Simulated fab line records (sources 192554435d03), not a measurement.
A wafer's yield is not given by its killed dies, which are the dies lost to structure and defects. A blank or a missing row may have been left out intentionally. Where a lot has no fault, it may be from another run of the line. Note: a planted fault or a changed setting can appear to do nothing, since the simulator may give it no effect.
A struck lot beside a sound one -- flow n5_finfet -- 38 steps out of a route of 1938
Sound: wafers L504.1, L504.4, L504.6. Wafers L519.4, L519.5, L519.6 were the ones struck. Last of all comes the cause.
For every step that has rows: the tool of each side, followed by ch and its chambers, followed by its first start. Under that, the readings that differ: sound wafers -- struck wafers -- difference of the means -- sigmas: that difference in standard deviations of wafers without a fault.
alike: same words and numbers on both sides, and readings whose means sit less than 2 such deviations apart. not compared: any withheld reading, any reading some wafer has no value for, any bound like >300 that may hide the same value, and any number with overlapping values for which the record gives no deviation.
Wherever a step has rows on one side only, a row that says differs or no value, or a row with sigmas, the two part there. Numbers that don't overlap but have no deviation are shown without sigmas and don't part them. A reading missing from all wafers of one side parts the sides only when that side holds two or more wafers.

first, 9 steps without rows for these wafers: N5_BEOL_M4_ANNEAL_95 (time 240 s); N5_BEOL_M4_SPUTTER_96 (material Cu, target thk 4.5 nm, time 8.29 s); N5_BEOL_M4_ECD_50 (material Cu, target thk 300 nm); N5_BEOL_M4_ANNEAL_51 (time 90 s); N5_BEOL_M4_CMP_52 (polishes, stops on SiOC, t overpolish 6.8 s, target thk 40 nm); N5_BEOL_M4_PRE_CLEAN_60 (time 15 s); N5_BEOL_M4_CO_CAP_55 (material Co, precursor CCTBA/H2, target thk 2 nm, time 102.1 s); N5_BEOL_M4_PRE_CLEAN_56 (time 15 s); N5_BEOL_M4_DEP_57 (deposits SiCN from 3MS/NH3, target thk 8 nm, time 14 s).
N5_BEOL_M4_RC_MEAS_101:
  sound on prober-01 ch 0, day 9 03:13; struck on prober-01 ch 0, day 14 02:00
reading,sound,struck,difference,sigmas
DIBL_N (mV/V),36.1 33.4 34.6,41.1 38.4 36.6,+4.0,+2
  alike: DIBL_P, IOFF_N, IOFF_P, ION_N, ION_P, SS_N, SS_P, VT_N, VT_P
then, 24 steps without rows for these wafers: N5_BEOL_M5_ILD_DEP_00 (deposits SiCOH lowk from DEMS/porogen, target thk 140.64 nm, time 25.9 s); N5_BEOL_M5_CURE_79 (cures SiCOH lowk, time 240 s); N5_BEOL_M5_PECVD_70 (deposits SiO2 from TEOS/O2, target thk 16 nm, time 18 s); N5_BEOL_M5_HM_DEP_02 (deposits TiN, target thk 20 nm); N5_BEOL_M5_COAT_59 (time 60 s, resist thk 60 nm); N5_BEOL_M5_COAT_60 (time 60 s, resist thk 12 nm); N5_BEOL_M5_COAT_71 (time 60 s, resist thk 5 nm); N5_BEOL_M5_COAT_05 (resist thk 30 nm); N5_BEOL_M5_EBR_07; N5_BEOL_M5_SOFTBAKE_06 (time 60 s); N5_BEOL_M5_EXPOSE_08 (exposes mask M5, target cd 28 nm); N5_BEOL_M5_PEB_09 (peb time 60 s); N5_BEOL_M5_DEVELOP_10 (develop time 30 s); N5_BEOL_M5_DESCUM_16 (chemistry O2, time 7 s); N5_BEOL_M5_ETCH_72 (etches underlayer in N2/H2, target depth 6.5 nm, time 5.2 s); N5_BEOL_M5_ETCH_61 (etches SiARC in CF4, target depth 15.6 nm, time 26 s); N5_BEOL_M5_ETCH_62 (etches SOC in N2/H2, target depth 75 nm, overetch 15 nm, time 112.5 s); N5_BEOL_M5_STRIP_63 (strips in N2/H2); N5_BEOL_M5_STRIP_73 (strips in N2/H2); N5_BEOL_M5_STRIP_64 (strips in CF4); N5_BEOL_M5_HM_OPEN_17 (chemistry Cl2/BCl3, target TiN, target depth 20 nm, overetch 6 nm); N5_BEOL_M5_STRIP_19 (strips in O2); N5_BEOL_M5_COAT_65 (time 60 s, resist thk 60 nm); N5_BEOL_M5_COAT_66 (time 60 s, resist thk 12 nm).
-- record jumps: 3 days separate the struck wafers' starts on either side; left off in module BEOL_M5, taken up again in module BEOL_M11, whose first shown step is the route's number 1578 --
N5_BEOL_M11_TRENCH_ETCH_37: etches SiCOH lowk in C4F6/O2, target depth 148.83 nm, time 48 s.
  sound on rie_diel-06 ch 0,1,2, day 11 10:26; struck on rie_diel-06 ch 0,1,3, day 16 16:19
  no value came back on the struck wafers for any of 7 readings (C4F6_flow_sccm (sccm), O2_flow_sccm (sccm) and others); on the sound wafers C4F6_flow_sccm (sccm) reads 10.058 9.986 9.996
reading,sound,struck,difference,sigmas
model.TiN_of_BEOL_M11_HM_DEP_02.thk_nm (nm),16.2 16 16,19.4 19.8 19.4,+3.5,
  not compared: rf_hours_counter_h
N5_BEOL_M11_OCD_MEAS_38:
  struck on ocd-01, day 16 16:29; sound on ocd-02, day 11 10:37
reading,sound,struck,difference,sigmas
trench_depth_nm (nm),146 152 149,0 0 0,-149,-39
N5_BEOL_M11_CMP_52: polishes, stops on SiCOH lowk, t overpolish 7 s, target thk 140 nm.
  sound on cmp-03 ch 1,2, day 11 14:56; struck on cmp-03 ch 1,2,3, day 16 20:26
reading,sound,struck,difference,sigmas
model.Cu_of_BEOL_M11_ECD_50.thk_nm (nm),138.2 143.6 143.4,0.4 0.6 0,-141.4,
  alike: clearing_platen_rpm, motor_current_A
N5_PASSIVATION_PROBE_49:
  the record has rows for the struck wafers here (prober-02, day 18 12:17) and none for the sound ones

## WHERE THEY PART
Earliest at N5_BEOL_M4_RC_MEAS_101; latest, in this record, at N5_PASSIVATION_PROBE_49.

WHY: what had been put in by the simulator
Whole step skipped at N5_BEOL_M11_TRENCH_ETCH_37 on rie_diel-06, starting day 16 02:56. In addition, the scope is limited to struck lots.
